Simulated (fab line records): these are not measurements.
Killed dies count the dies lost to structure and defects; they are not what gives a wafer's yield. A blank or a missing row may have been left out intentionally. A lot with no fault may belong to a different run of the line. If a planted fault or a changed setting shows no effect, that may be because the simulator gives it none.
fab line records -- flow n5Finfet
[record] lots = 7, wafers = 39
route steps=1938 shown PMOS_HMC_CHANNEL_EPI@64 SD_EPI_N@269 MOL_CONTACT_COAG@559 BEOL_M1@814 BEOL_M2@912 BEOL_M4@1100 BEOL_M7@1323 BEOL_M9@1417 BEOL_M12@1616 BEOL_M13@1706 MIM_TOP@1838 PASSIVATION@1929
startH: hours from the record's opening day to when the first of the lot's shown wafers began -- waitH: hours since the lot's step before -- " the same as in the row above -- L1.1+2: a single row standing in for several wafers -- - no value present, or no start provided -- * or withheld: withheld -- < > ~ a bound
route shown NAME@n: NAME is a module with steps in the file, n the number in the route of the first one -- usual: mean/standard deviation taken from wafers without a fault -- same: alike in all rows -- chamber/n: place in a boat -- sites: each site's reading -- _std_site: the standard deviation of these -- _edge_site: the outer-site mean with the inner-site mean subtracted -- radiusMm: how far each site lies from the wafer's centre -- mask NAME#n: copy n -- behind: tool/chamber where the wafer was last shaped -- hold: reason for holding the lot/hours on hold/outcome of the hold -- device: the n, p or np transistor that did not switch -- end of line: tests of these same wafers at the route's end -- a step given without rows: its recipe and nothing more -- killed: dies that structure and defects cost at the first sort, which is not the same as the wafer's yield -- map: a wafer's dies, marking killed ones x, the rest . and places with no die _
set.NAME: the setting that was run; set.NAME@STEP: the one run at that earlier step -- model.NAME: the simulator's own value behind a step, which no gauge read
lots whose settings were changed on purpose; a table a step, a row a wafer
[[steps]]
[step N5_PMOS_HMC_CHANNEL_EPI_DEVELOP_08]
[recipe] developTimeS = 30, developer = TMAH, resist = CAR-ArF-block, devTempC = 23, rinseLiquid = diw, dry = airSpin
[step N5_SD_EPI_N_DEVELOP_08]
[step N5_MOL_CONTACT_COAG_ALD_27]
[recipe] material = SiOC, targetThkA = 170, tempC = 400, aldPrecursorFamily = carbosiloxane, aldCoReactant = H2-plasma, pulseTimeS = 1.5, timeS = 2720, purgeTimeS = 2, coReactantPurgeTimeS = 2, aldCycles = 340, pressureTorr = 2
[step N5_BEOL_M1_SPUTTER_48]
[recipe] material = Cu, targetThkA = 45, tempC = -20, chamberPressurePa = 0.07, powerW = withheld, timeS = 8.29
[step N5_BEOL_M2_SPUTTER_88]
[step N5_BEOL_M4_SPUTTER_96]
[step N5_BEOL_M7_SPUTTER_48]
[recipe] material = Cu, targetThkA = 100, tempC = -20, biasV = 60, powerW = 26000, chamberPressurePa = 0.13, timeS = 1.667
[step N5_BEOL_M9_DESCUM_16]
[recipe] chemistry = O2, timeS = 7.9, sourcePowerW = 50, biasPowerW = 20, pressureMtorr = 20, rfFrequencyHz = 2.712e+07, tempC = 40, resist = CAR-ArF, o2FlowSccm = 225
[step N5_BEOL_M12_ETCH_59]
[recipe] chemistry = N2/H2, target = BARC, targetDepthA = 890, overetchA = 267, timeS = 67.9, ionEnergyEv = 200, pressureMtorr = 30, sourceW = 840, biasW = 150, n2FlowSccm = 200, h2FlowSccm = 200
[step N5_BEOL_M13_SPUTTER_44]
[recipe] material = Ta, targetThkA = 100, tempC = 50, biasV = 80, powerW = 15000, chamberPressurePa = 0.07, timeS = 16.13
[step N5_MIM_TOP_SPUTTER_03]
[recipe] material = TiN, targetThkA = 350, tempC = 200, powerW = 3000, chamberPressurePa = 0.49996, gas = Ar, reactivePartialPa = 0.37997, timeS = 89.7
[step N5_PASSIVATION_PASS_ETCH_47]
[recipe] chemistry = CF4/O2, target = SiNx, targetDepthA = 7700, timeS = 385, ionEnergyEv = 100, pressureMtorr = 40, sourceW = 535, biasW = 49, Ar_flow_sccm = 100, cf4FlowSccm = 100, O2_flow_sccm = 10
[step N5_PASSIVATION_PROBE_49]
[usual] killed_at_M4_up = 12/4.7, sort_bin_6_memory = 3.2/0.77
lot.wafer,tool,chamber,startH,waitH,set.developTimeS@PMOS_HMC_CHANNEL_EPI_DEVELOP_08,set.developTimeS@SD_EPI_N_DEVELOP_08,set.aldCycles@MOL_CONTACT_COAG_ALD_27,set.timeS@BEOL_M1_SPUTTER_48,set.targetThkA@BEOL_M2_SPUTTER_88,set.targetThkA@BEOL_M4_SPUTTER_96,set.targetThkA@BEOL_M7_SPUTTER_48,set.timeS@BEOL_M9_DESCUM_16,set.targetDepthA@BEOL_M12_ETCH_59,set.targetThkA@BEOL_M13_SPUTTER_44,set.timeS@MIM_TOP_SPUTTER_03,set.timeS@PASSIVATION_PASS_ETCH_47,killed_at_M4_up,sort_bin_6_memory[%]
L074.1,prober-01,-,264.07,0.0,16.66,30,340,10.71,69.35,69.4,100,11.91,890,100,89.7,385,8,3.3
L074.2,prober-01,-,264.12,0.1,16.66,30,340,8.29,69.35,45,100,7.9,890,100,67.66,385,7,3.2
L074.3,prober-01,-,264.17,0.1,30,30,340,10.71,45,45,100,7.9,623.1,100,89.7,385,5,2.1
L074.4,prober-01,-,264.22,0.2,30,30,340,8.29,69.35,45,100,11.91,623.1,100,67.66,385,14,3.3
L074.5,prober-01,-,264.27,0.2,30,30,340,10.71,45,69.4,100,11.91,890,100,67.66,385,13,2.6
L074.6,prober-01,-,264.32,0.3,16.66,30,340,8.29,45,69.4,100,7.9,623.1,100,89.7,385,5,3.8
L077.1,prober-02,-,298.76,0.0,30,30,286,8.29,57.67,64.76,100,5.129,890,100,89.7,385,8,3.7
L077.2,prober-02,-,298.81,0.1,30,30,340,8.29,45,45,100,5.129,890,148.8,121.6,227.4,18,3.4
L077.3,prober-02,-,298.86,0.1,24.38,30,286,8.29,45,64.76,65.86,7.9,890,100,121.6,227.4,46,4.0
L077.4,prober-02,-,298.91,0.2,30,30,340,8.29,57.67,64.76,65.86,5.129,890,148.8,89.7,385,49,3.6
L077.5,prober-02,-,298.96,0.2,24.38,30,286,8.29,45,45,100,7.9,890,148.8,121.6,385,23,3.9
L077.6,prober-02,-,299.01,0.3,24.38,30,340,8.29,57.67,45,65.86,7.9,890,100,89.7,227.4,41,3.9
L083.1,prober-01,-,325.63,0.0,30,30,340,8.29,45,45,100,7.9,570.1,100,124.2,385,10,3.3
L083.2,prober-01,-,325.68,0.1,39.35,30,245,8.29,45,31.78,100,7.9,570.1,120.3,89.7,385,21,3.1
L083.3,prober-01,-,325.73,0.1,39.35,30,340,8.29,45,45,100,11.04,890,120.3,124.2,385,10,1.6
L083.4,prober-01,-,325.78,0.2,30,30,340,8.29,45,31.78,100,7.9,890,100,124.2,385,14,3.0
L083.5,prober-01,-,325.83,0.2,39.35,30,245,8.29,45,45,100,11.04,570.1,120.3,89.7,385,7,2.0
L083.6,prober-01,-,325.88,0.3,30,30,245,8.29,45,31.78,100,11.04,890,100,89.7,385,17,2.5
L091.1,prober-01,-,373.94,0.0,30,30,340,8.29,70.97,45,100,10.68,890,100,89.7,385,1,4.9
L091.2,prober-01,-,373.99,0.1,30,30,211,8.29,45,45,42.47,7.9,1309,100,89.7,385,174,7.7
L091.3,prober-01,-,374.04,0.1,44.83,30,340,6.497,45,45,100,7.9,890,100,54.62,385,6,3.5
L091.4,prober-01,-,374.09,0.2,30,30,211,6.497,70.97,45,42.47,10.68,1309,100,54.62,600,185,8.7
L091.5,prober-01,-,374.14,0.2,44.83,30,211,6.497,45,45,100,10.68,1309,100,89.7,600,16,4.0
L091.6,prober-01,-,374.19,0.3,44.83,30,340,8.29,70.97,45,42.47,7.9,890,100,54.62,600,161,8.1
L093.3,prober-02,-,391.15,0.7,30,30,340,8.29,45,45,100,7.9,890,100,89.7,385,9,3.3
L093.4,prober-02,-,391.20,0.8,30,30,340,8.29,45,45,100,7.9,890,100,89.7,385,13,3.1
L093.5,prober-02,-,391.25,0.8,30,30,340,8.29,45,45,100,7.9,890,100,89.7,385,17,2.7
L094.1,prober-01,-,394.30,0.0,30,30,194,10.38,45,45,100,7.9,890,100,89.7,179.7,8,2.5
L094.2,prober-01,-,394.35,0.1,30,15.48,194,10.38,45,45,100,7.9,744.8,52.5,67.77,179.7,5,3.6
L094.3,prober-01,-,394.40,0.1,44.38,30,340,10.38,45,45,47.1,7.9,744.8,100,89.7,385,127,6.9
L094.4,prober-01,-,394.45,0.2,44.38,30,340,8.29,45,45,100,7.9,890,52.5,89.7,385,12,3.1
L094.5,prober-01,-,394.50,0.2,44.38,15.48,194,8.29,45,45,47.1,7.9,890,52.5,67.77,385,134,7.6
L094.6,prober-01,-,394.55,0.3,30,15.48,340,8.29,45,45,47.1,7.9,744.8,100,67.77,179.7,135,6.7
L096.1,prober-01,-,408.40,0.0,30,45.59,340,8.29,45,45,100,7.9,721.1,100,89.7,230.8,10,2.1
L096.2,prober-01,-,408.45,0.1,30,30,340,3.372,45,45,100,7.9,890,100,89.7,385,11,2.2
L096.3,prober-01,-,408.50,0.1,30,30,340,8.29,45,26.76,100,9.663,721.1,153.8,89.7,385,11,2.9
L096.4,prober-01,-,408.55,0.2,42.36,30,340,3.372,45,26.76,100,9.663,890,100,89.7,230.8,15,3.6
L096.5,prober-01,-,408.60,0.2,42.36,45.59,340,8.29,45,26.76,100,7.9,890,153.8,89.7,385,14,2.3
L096.6,prober-01,-,408.65,0.3,42.36,45.59,340,3.372,45,45,100,9.663,721.1,153.8,89.7,230.8,17,2.3
// killed by level:class
L074.1 FIN_SAQP:geometricParticle:short=12 STI_FIN_REVEAL:geometricParticle:open=11 BEOL_M0_SAQP:geometricParticle:open=11 FIN_SAQP:geometricParticle:open=9 BEOL_M0_SAQP:geometricParticle:short=8 BEOL_M3:geometricParticle:open=8 BEOL_M1:geometricParticle:open=7 MOL_CONTACT_COAG:geometricParticle:open=7
L074.2 MOL_CONTACT_COAG:areaAld=29 STI_FIN_REVEAL:geometricParticle:open=11 BEOL_M0_SAQP:geometricParticle:open=9 BEOL_M2:geometricParticle:open=8 DUMMY_GATE:geometricParticle:open=8 BEOL_M1:geometricParticle:open=8 FIN_SAQP:geometricParticle:open=5 MOL_CONTACT_COAG:geometricParticle:open=5
L074.3 MOL_CONTACT_COAG:areaAld=25 STI_FIN_REVEAL:geometricParticle:open=10 FIN_SAQP:geometricParticle:short=8 BEOL_M0_SAQP:geometricParticle:short=5 DUMMY_GATE:geometricParticle:open=4 BEOL_M2:geometricParticle:open=4 FIN_SAQP:geometricParticle:open=3 BEOL_M1:geometricParticle:open=3
L074.4 MOL_CONTACT_COAG:geometricParticle:open=12 STI_FIN_REVEAL:geometricParticle:open=10 BEOL_M2:geometricParticle:open=9 BEOL_M0_SAQP:geometricParticle:open=7 BEOL_M4:geometricParticle:open=5 MOL_CONTACT_COAG:geometricParticle:short=4 BEOL_M0_SAQP:geometricParticle:short=4 BEOL_M1:geometricParticle:open=4
L074.5 MOL_CONTACT_COAG:areaAld=31 FIN_SAQP:geometricParticle:open=14 FIN_SAQP:geometricParticle:short=12 DUMMY_GATE:geometricParticle:open=8 BEOL_M0_SAQP:geometricParticle:open=8 BEOL_M0_SAQP:geometricParticle:short=8 STI_FIN_REVEAL:geometricParticle:open=7 BEOL_M1:geometricParticle:open=5
L074.6 FIN_SAQP:geometricParticle:short=16 FIN_SAQP:geometricParticle:open=14 STI_FIN_REVEAL:geometricParticle:open=11 BEOL_M2:geometricParticle:open=10 DUMMY_GATE:geometricParticle:open=6 BEOL_M1:geometricParticle:open=6 BEOL_M0_SAQP:geometricParticle:short=5 BEOL_M0_SAQP:geometricParticle:open=5
L077.1 MOL_CONTACT_COAG:geometricParticle:open=21 BEOL_M1:geometricParticle:open=14 MOL_CONTACT_COAG:geometricParticle:short=6 BEOL_M3:geometricParticle:short=6 FIN_SAQP:geometricParticle:open=5 STI_FIN_REVEAL:geometricParticle:open=4 BEOL_M3:geometricParticle:open=4 STARTING-WAFER:geometricParticle:open=4
L077.2 MOL_CONTACT_COAG:areaAld=885 MIM_TOP:areaSputter=181 BEOL_M1:geometricParticle:open=18 FIN_SAQP:geometricParticle:short=13 STI_FIN_REVEAL:geometricParticle:open=9 BEOL_M4:geometricParticle:open=8 FIN_SAQP:geometricParticle:open=7 GATE_CUT:geometricParticle:short=6
L077.3 MOL_CONTACT_COAG:areaAld=862 MIM_TOP:areaSputter=178 BEOL_M7:interfaceVoidOpened=30 BEOL_M2:geometricParticle:open=18 BEOL_M1:geometricParticle:open=11 MOL_CONTACT_COAG:geometricParticle:open=9 FIN_SAQP:geometricParticle:short=8 DUMMY_GATE:geometricParticle:open=6
L077.4 MOL_CONTACT_COAG:areaAld=945 BEOL_M7:interfaceVoidOpened=28 BEOL_M4:geometricParticle:open=15 FIN_SAQP:geometricParticle:open=10 MOL_CONTACT_COAG:geometricParticle:open=10 BEOL_M2:geometricParticle:short=7 BEOL_M1:geometricParticle:open=6 BEOL_M3:geometricParticle:open=6
L077.5 MIM_TOP:areaSputter=1059 BEOL_M1:geometricParticle:open=21 FIN_SAQP:geometricParticle:open=15 MOL_CONTACT_COAG:geometricParticle:open=14 BEOL_M4:geometricParticle:open=14 BEOL_M2:geometricParticle:open=6 BEOL_M0_SAQP:geometricParticle:open=5 FIN_SAQP:geometricParticle:short=4
L077.6 PASSIVATION:areaEtch=1056 BEOL_M7:interfaceVoidOpened=30 FIN_SAQP:geometricParticle:open=14 BEOL_M1:geometricParticle:open=11 FIN_SAQP:geometricParticle:short=9 MOL_CONTACT_COAG:geometricParticle:open=5 STI_FIN_REVEAL:geometricParticle:open=4 MOL_CONTACT_COAG:geometricParticle:short=4
L083.1 MOL_CONTACT_COAG:areaAld=1083 FIN_SAQP:geometricParticle:open=15 MOL_CONTACT_COAG:geometricParticle:open=12 BEOL_M2:geometricParticle:open=11 STI_FIN_REVEAL:geometricParticle:open=8 BEOL_M0:geometricParticle:open=8 BEOL_M0_SAQP:geometricParticle:open=4 BEOL_M4:geometricParticle:open=4
L083.2 BEOL_M2:geometricParticle:open=14 STI_FIN_REVEAL:geometricParticle:open=8 GATE_CUT:geometricParticle:short=6 STARTING-WAFER:geometricParticle:open=6 BEOL_M0:geometricParticle:open=5 BEOL_M1:geometricParticle:open=5 BEOL_M2:geometricParticle:short=5 BEOL_M4:geometricParticle:open=5
L083.3 MIM_TOP:areaSputter=1117 DUMMY_GATE:geometricParticle:open=10 BEOL_M4:geometricParticle:open=7 BEOL_M1:geometricParticle:open=5 MOL_CONTACT_COAG:geometricParticle:open=4 BEOL_M0_SAQP:geometricParticle:short=4 BEOL_M2:geometricParticle:open=4 BEOL_M0:geometricParticle:open=3
L083.4 MOL_CONTACT_COAG:areaAld=1082 BEOL_M3:geometricParticle:open=10 BEOL_M2:geometricParticle:open=9 FIN_SAQP:geometricParticle:open=7 STI_FIN_REVEAL:geometricParticle:open=7 BEOL_M0_SAQP:geometricParticle:open=6 ILD0:geometricParticle:short=5 BEOL_M0:geometricParticle:open=5
L083.5 MOL_CONTACT_COAG:areaAld=1099 STI_FIN_REVEAL:geometricParticle:open=9 BEOL_M2:geometricParticle:open=6 FIN_SAQP:geometricParticle:short=4 STI_FIN_REVEAL:geometricParticle:short=4 MOL_CONTACT_COAG:geometricParticle:open=4 BEOL_M0_SAQP:geometricParticle:open=4 BEOL_M0:geometricParticle:open=4
L083.6 MOL_CONTACT_COAG:geometricParticle:open=9 BEOL_M4:geometricParticle:open=7 BEOL_M0_SAQP:geometricParticle:short=5 BEOL_M2:geometricParticle:open=5 BEOL_M6:geometricParticle:open=5 FIN_SAQP:geometricParticle:short=4 ILD0:geometricParticle:short=4 GATE_CUT:geometricParticle:short=4
L091.1 STI_FIN_REVEAL:geometricParticle:open=22 FIN_SAQP:geometricParticle:open=21 BEOL_M0_SAQP:geometricParticle:short=10 BEOL_M3:geometricParticle:open=10 BEOL_M1:geometricParticle:open=9 BEOL_M0_SAQP:geometricParticle:open=8 FIN_SAQP:geometricParticle:short=7 STARTING-WAFER:geometricParticle:open=7
L091.2 MOL_CONTACT_COAG:areaAld=920 BEOL_M7:interfaceVoidOpened=167 FIN_SAQP:geometricParticle:open=20 MOL_CONTACT_COAG:geometricParticle:open=9 FIN_SAQP:geometricParticle:short=8 BEOL_M0_SAQP:geometricParticle:open=8 BEOL_M1:geometricParticle:open=5 BEOL_M2:geometricParticle:open=5
L091.3 MOL_CONTACT_COAG:areaAld=1081 MOL_CONTACT_COAG:geometricParticle:open=18 STI_FIN_REVEAL:geometricParticle:open=10 BEOL_M0_SAQP:geometricParticle:short=10 FIN_SAQP:geometricParticle:open=9 STI_FIN_REVEAL:geometricParticle:short=6 BEOL_M0_SAQP:geometricParticle:open=6 FIN_SAQP:geometricParticle:short=3
L091.4 MOL_CONTACT_COAG:areaAld=926 BEOL_M7:interfaceVoidOpened=182 STI_FIN_REVEAL:geometricParticle:open=10 FIN_SAQP:geometricParticle:open=7 BEOL_M0_SAQP:geometricParticle:short=7 FIN_SAQP:geometricParticle:short=5 BEOL_M1:geometricParticle:open=5 PASS1_CAP:geometricParticle:short=5
L091.5 BEOL_M0_SAQP:geometricParticle:open=12 BEOL_M0_SAQP:geometricParticle:short=12 BEOL_M1:geometricParticle:open=11 FIN_SAQP:geometricParticle:open=6 BEOL_M2:geometricParticle:open=6 FIN_SAQP:geometricParticle:short=5 BEOL_M1:geometricParticle:short=5 GATE_CUT:geometricParticle:short=4
L091.6 BEOL_M7:interfaceVoidOpened=149 FIN_SAQP:geometricParticle:open=15 STI_FIN_REVEAL:geometricParticle:open=10 MOL_CONTACT_COAG:geometricParticle:open=10 BEOL_M3:geometricParticle:open=5 BEOL_M0:geometricParticle:open=5 BEOL_M1:geometricParticle:open=5 STI_FIN_REVEAL:geometricParticle:short=4
L093.3 MOL_CONTACT_COAG:geometricParticle:open=12 BEOL_M2:geometricParticle:open=9 BEOL_M3:geometricParticle:open=8 DUMMY_GATE:geometricParticle:open=6 FIN_SAQP:geometricParticle:short=5 BEOL_M0_SAQP:geometricParticle:open=5 STI_FIN_REVEAL:geometricParticle:open=4 BEOL_M0_SAQP:geometricParticle:short=4
L093.4 MOL_CONTACT_COAG:geometricParticle:open=10 BEOL_M1:geometricParticle:open=8 BEOL_M3:geometricParticle:open=8 FIN_SAQP:geometricParticle:open=6 GATE_CUT:geometricParticle:short=5 BEOL_M1:geometricParticle:short=5 DUMMY_GATE:geometricParticle:open=4 BEOL_M0_SAQP:geometricParticle:open=4
L093.5 FIN_SAQP:geometricParticle:short=5 MOL_CONTACT_COAG:geometricParticle:short=5 BEOL_M0_SAQP:geometricParticle:short=5 BEOL_M1:geometricParticle:open=5 FIN_SAQP:geometricParticle:open=4 STI_FIN_REVEAL:geometricParticle:open=4 MOL_CONTACT_COAG:geometricParticle:open=4 BEOL_M7:geometricParticle:open=4
L094.1 PASSIVATION:areaEtch=1097 STI_FIN_REVEAL:geometricParticle:open=15 MIM_TOP:geometricParticle:short=8 FIN_SAQP:geometricParticle:short=6 MOL_CONTACT_COAG:geometricParticle:short=5 DUMMY_GATE:geometricParticle:open=5 MOL_CONTACT_COAG:geometricParticle:open=5 BEOL_M2:geometricParticle:open=5
L094.2 PASSIVATION:areaEtch=1081 STI_FIN_REVEAL:geometricParticle:open=17 DUMMY_GATE:geometricParticle:open=9 BEOL_M3:geometricParticle:open=8 FIN_SAQP:geometricParticle:open=7 FIN_SAQP:geometricParticle:short=6 MIM_TOP:geometricParticle:open=5 STARTING-WAFER:geometricParticle:short=5
L094.3 BEOL_M7:interfaceVoidOpened=118 STI_FIN_REVEAL:geometricParticle:open=14 BEOL_M3:geometricParticle:open=11 FIN_SAQP:geometricParticle:short=8 BEOL_M0_SAQP:geometricParticle:short=8 BEOL_M0_SAQP:geometricParticle:open=8 MOL_CONTACT_COAG:geometricParticle:open=8 DUMMY_GATE:geometricParticle:open=6
L094.4 STI_FIN_REVEAL:geometricParticle:open=16 BEOL_M2:geometricParticle:open=10 MOL_CONTACT_COAG:geometricParticle:open=9 DUMMY_GATE:geometricParticle:open=8 FIN_SAQP:geometricParticle:short=6 BEOL_M3:geometricParticle:open=6 FIN_SAQP:geometricParticle:open=5 BEOL_M4:geometricParticle:open=5
L094.5 BEOL_M7:interfaceVoidOpened=120 STI_FIN_REVEAL:geometricParticle:open=13 DUMMY_GATE:geometricParticle:open=7 FIN_SAQP:geometricParticle:short=6 MOL_CONTACT_COAG:geometricParticle:open=6 BEOL_M4:geometricParticle:open=6 BEOL_M3:geometricParticle:open=5 BEOL_M0_SAQP:geometricParticle:short=5
L094.6 PASSIVATION:areaEtch=960 BEOL_M7:interfaceVoidOpened=115 STI_FIN_REVEAL:geometricParticle:open=15 MOL_CONTACT_COAG:geometricParticle:open=12 BEOL_M0_SAQP:geometricParticle:open=7 BEOL_M4:geometricParticle:open=7 FIN_SAQP:geometricParticle:short=5 MOL_CONTACT_COAG:geometricParticle:short=5
L096.1 PASSIVATION:areaEtch=1106 MOL_CONTACT_COAG:geometricParticle:open=10 BEOL_M3:geometricParticle:open=8 FIN_SAQP:geometricParticle:short=7 STI_FIN_REVEAL:geometricParticle:open=7 BEOL_M0_SAQP:geometricParticle:short=6 MOL_CONTACT_COAG:geometricParticle:short=3 BEOL_M4:geometricParticle:open=3
L096.2 MOL_CONTACT_COAG:geometricParticle:open=11 FIN_SAQP:geometricParticle:short=8 BEOL_M4:geometricParticle:open=7 BEOL_M2:geometricParticle:short=5 MOL_CONTACT_COAG:geometricParticle:short=4 FIN_SAQP:geometricParticle:open=3 STI_FIN_REVEAL:geometricParticle:open=3 BEOL_M3:geometricParticle:open=3
L096.3 MOL_CONTACT_COAG:areaAld=525 FIN_SAQP:geometricParticle:open=10 STI_FIN_REVEAL:geometricParticle:open=7 FIN_SAQP:geometricParticle:short=6 BEOL_M2:geometricParticle:open=6 MOL_CONTACT_COAG:geometricParticle:open=5 STARTING-WAFER:geometricParticle:short=4 BEOL_M3:geometricParticle:open=4
L096.4 PASSIVATION:areaEtch=1085 FIN_SAQP:geometricParticle:short=15 MOL_CONTACT_COAG:geometricParticle:open=9 BEOL_M3:geometricParticle:open=9 FIN_SAQP:geometricParticle:open=8 BEOL_M4:geometricParticle:open=7 BEOL_M5:geometricParticle:open=5 BEOL_M1:geometricParticle:open=4
L096.5 MOL_CONTACT_COAG:areaAld=493 BEOL_M2:geometricParticle:open=15 MOL_CONTACT_COAG:geometricParticle:open=10 GATE_CUT:geometricParticle:short=6 BEOL_M3:geometricParticle:open=6 BEOL_M4:geometricParticle:open=6 STARTING-WAFER:geometricParticle:short=5 FIN_SAQP:geometricParticle:short=4
L096.6 PASSIVATION:areaEtch=868 MOL_CONTACT_COAG:areaAld=236 MOL_CONTACT_COAG:geometricParticle:open=8 BEOL_M4:geometricParticle:open=7 FIN_SAQP:geometricParticle:open=6 STI_FIN_REVEAL:geometricParticle:open=6 BEOL_M1:geometricParticle:open=6 FIN_SAQP:geometricParticle:short=4
[[key]]
[split] step = N5_PMOS_HMC_CHANNEL_EPI_DEVELOP_08, setting = developTimeS, statedAs = 30
response none clear
[split] step = N5_SD_EPI_N_DEVELOP_08, setting = developTimeS, statedAs = 30
response none clear
[split] step = N5_MOL_CONTACT_COAG_ALD_27, setting = aldCycles, statedAs = 340
response none clear
[split] step = N5_BEOL_M1_SPUTTER_48, setting = timeS, statedAs = 8.29
response none clear
[split] step = N5_BEOL_M2_SPUTTER_88, setting = targetThkA, statedAs = 45
response none clear
[split] step = N5_BEOL_M4_SPUTTER_96, setting = targetThkA, statedAs = 45
response none clear
[split] step = N5_BEOL_M7_SPUTTER_48, setting = targetThkA, statedAs = 100
[response] step = N5_PASSIVATION_PROBE_49, reading = killed_at_M4_up, slope = -2.31, per = 1%, togetherWith = all, explained = 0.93
[response] step = N5_PASSIVATION_PROBE_49, reading = sort_bin_6_memory, slope = -0.061, per = 1%, togetherWith = all, explained = 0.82
[split] step = N5_BEOL_M9_DESCUM_16, setting = timeS, statedAs = 7.9
response none clear
[split] step = N5_BEOL_M12_ETCH_59, setting = targetDepthA, statedAs = 890
response none clear
[split] step = N5_BEOL_M13_SPUTTER_44, setting = targetThkA, statedAs = 100
response none clear
[split] step = N5_MIM_TOP_SPUTTER_03, setting = timeS, statedAs = 89.7
response none clear
[split] step = N5_PASSIVATION_PASS_ETCH_47, setting = timeS, statedAs = 385
response none clear
